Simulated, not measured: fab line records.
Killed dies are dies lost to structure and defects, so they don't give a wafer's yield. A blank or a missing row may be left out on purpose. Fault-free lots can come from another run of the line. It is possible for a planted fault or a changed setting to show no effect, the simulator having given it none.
3 desks looking at one fault | flow n5_finfet | what lay behind the numbers comes last; until then each desk has only its own

FROM THE METROLOGY DESK
What the gauges read for every lot (on any tool): the sampled wafers with a number, averaged. The brackets show how far a lot's mean lies from the usual mean; more than 4 standard deviations puts the lot out of limits, marked OUT.
Columns: A = M7_RS at N5_BEOL_M7_RS_MEAS_57, usual 0.285 ohm/sq
lot  | first seen here | A
L332 | day 10 03:42    | 0.287
L331 | day 10 10:49    | 0.288
L333 | day 10 11:20    | 0.282
L334 | day 11 05:31    | 0.283
L335 | day 11 08:27    | 0.288
L346 | day 13 06:19    | 0.276
L345 | day 13 12:04    | 0.292
L347 | day 14 01:49    | 0.282
L348 | day 14 09:55    | 0.286
L350 | day 15 02:19    | 0.282
Result from this desk: across the 10 lots, nothing is out of limits.

AT THE TOOL OWNER'S DESK: pecvd-02
The tool's own readings at N5_BEOL_M7_DEP_56 (deposits SiCN from 3MS/NH3, target thk 10 nm, time 17.5 s): means of the sampled wafers that have a number, for each lot that ran on this tool. The brackets show how far a lot's mean lies from the usual mean; more than 4 standard deviations puts the lot out of limits, marked OUT.
Columns: A = showerhead_plenum_p_Torr at N5_BEOL_M7_DEP_56, usual 3.670 Torr; B = throttle_valve_pct at N5_BEOL_M7_DEP_56, usual 9.0 %
lot  | first seen here | A     | B
L331 | day 10 10:44    | 3.666 | 9.5
L333 | day 10 11:14    | 3.663 | 9.5
L334 | day 11 05:28    | 3.664 | 9.3
L335 | day 11 08:23    | 3.665 | 9.1
Result from this desk: across the 4 lots, nothing is out of limits.

THE DEFECT DESK
What the inspections along the route counted, lot by lot: means of the sampled wafers that have a number. The brackets show how far a lot's mean lies from the usual mean; more than 4 standard deviations puts the lot out of limits, marked OUT.
Columns: A = raw_defect_count at N5_BEOL_M7_INSPECT_58, usual 73; B = raw_defect_count at N5_BEOL_M8_INSPECT_13, usual 418
lot  | first seen here | A              | B
L332 | day 10 03:44    | 52             | 380
L331 | day 10 10:50    | 47             | 213
L333 | day 10 11:22    | 90             | 458
L334 | day 11 05:33    | 167 (+4.3) OUT | 617
L335 | day 11 08:29    | 159            | 526
L346 | day 13 06:21    | 81             | 386
L345 | day 13 12:05    | 75             | 540
L347 | day 14 01:50    | 52             | 423
L348 | day 14 09:56    | 70             | 301
L350 | day 15 02:20    | 43             | 323
This desk's verdict: out of limits on L334, starting with L334 at day 11 05:33 (raw_defect_count at N5_BEOL_M7_INSPECT_58). L332, L331, L333, L335, L346, L345, L347, L348, L350 stayed within limits.

PUT TOGETHER
The defect desk could have raised an alarm at day 11 05:33, on L334.
At the metrology desk, nothing out of limits was observed.
The tool owner's desk saw nothing out of limits.
The metrology desk has L334 on record, within its limits.
Tool owner's desk: L334 on record, inside its limits.
On pecvd-02, each named lot ran N5_BEOL_M7_DEP_56.

WHAT THE SIMULATOR PUT IN
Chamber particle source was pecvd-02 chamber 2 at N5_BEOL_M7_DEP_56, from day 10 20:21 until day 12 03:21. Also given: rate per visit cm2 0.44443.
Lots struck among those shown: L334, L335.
Hours from the fault's start to each desk's first reading out of limits: the defect desk, 9.
